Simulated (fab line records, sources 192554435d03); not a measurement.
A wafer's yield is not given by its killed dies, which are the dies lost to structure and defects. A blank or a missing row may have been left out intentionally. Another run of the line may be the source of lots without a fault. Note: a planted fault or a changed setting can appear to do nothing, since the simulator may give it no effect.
What tool caused it? | flow n5-finfet | 36 wafers from 12 lots sampled at 2 of the route's 1938 steps

WHAT THE GAUGES READ, wafer by wafer
N5_BEOL_M1_CD_MEAS_18: pitch 36 nm, target cd 18 nm.
lot  | measured     | on        | cd-nm (nm)
L075 | day 6 11:14  | cd-sem-01 | 17.8 17.8 18.0
L077 | day 6 16:28  | cd-sem-02 | 18.1 18.5 18.1
L079 | day 7 07:35  | cd-sem-01 | 17.7 17.9 18.2
L081 | day 7 20:26  | cd-sem-02 | 18.0 17.8 17.9
L083 | day 8 08:46  | cd-sem-01 | 18.7 18.1 18.5
L085 | day 8 19:48  | cd-sem-01 | 18.4 18.6 18.2
L088 | day 9 17:47  | cd-sem-02 | 17.5 18.3 17.6
L089 | day 9 20:34  | cd-sem-01 | 17.9 17.5 17.4
L091 | day 10 09:26 | cd-sem-02 | 18.0 17.9 17.9
L093 | day 10 17:46 | cd-sem-03 | 17.9 18.3 18.6
L096 | day 11 09:35 | cd-sem-03 | 17.6 18.4 18.3
L097 | day 11 18:46 | cd-sem-01 | 18.5 17.6 18.0

TOOL THAT RAN EACH LOT (tool first, then ch and the chambers of the sampled wafers, then the start)
lot  | N5_BEOL_M1_ETCH_63
L075 | rie-diel-02 ch 1,2,3, day 6 10:51
L077 | rie-diel-02 ch 0,1,2, day 6 16:05
L079 | rie-diel-02 ch 0,2,3, day 7 07:12
L081 | rie-diel-06 ch 0,1,2, day 7 19:49
L083 | rie-diel-04 ch 0,1,2, day 8 08:23
L085 | rie-diel-04 ch 0,2,3, day 8 19:25
L088 | rie-diel-06 ch 0,1, day 9 17:23
L089 | rie-diel-06 ch 1,2,3, day 9 20:12
L091 | rie-diel-06 ch 0,1, day 10 09:04
L093 | rie-diel-04 ch 0,1,3, day 10 17:23
L096 | rie-diel-06 ch 0,1, day 11 09:05
L097 | rie-diel-02 ch 1,2, day 11 18:23
- N5_BEOL_M1_ETCH_63: etches SiARC in CF4, target depth 15.6 nm, time 26 s.

THE ANSWER, worked out from the rows above alone
Rule: usual is defined by the lots themselves. The widest of any qualifying gaps counts: lots, ordered by their means at a reading, are off when they make up no more than a third of the lots, leave a main group of 4 or more, and stand apart from it by 3 or more times the standard deviation of that group's means. A main group whose means are all the same, to the digits that the tables above print for the reading, isn't used. A lot without any number at a reading at which 4 lots or more have one is off too. Where the step has rows for the other lots, those lots are counted as sound.
Nothing can be told from this: no lot is off at any reading shown.

WHAT HAD BEEN PUT IN BY THE SIMULATOR
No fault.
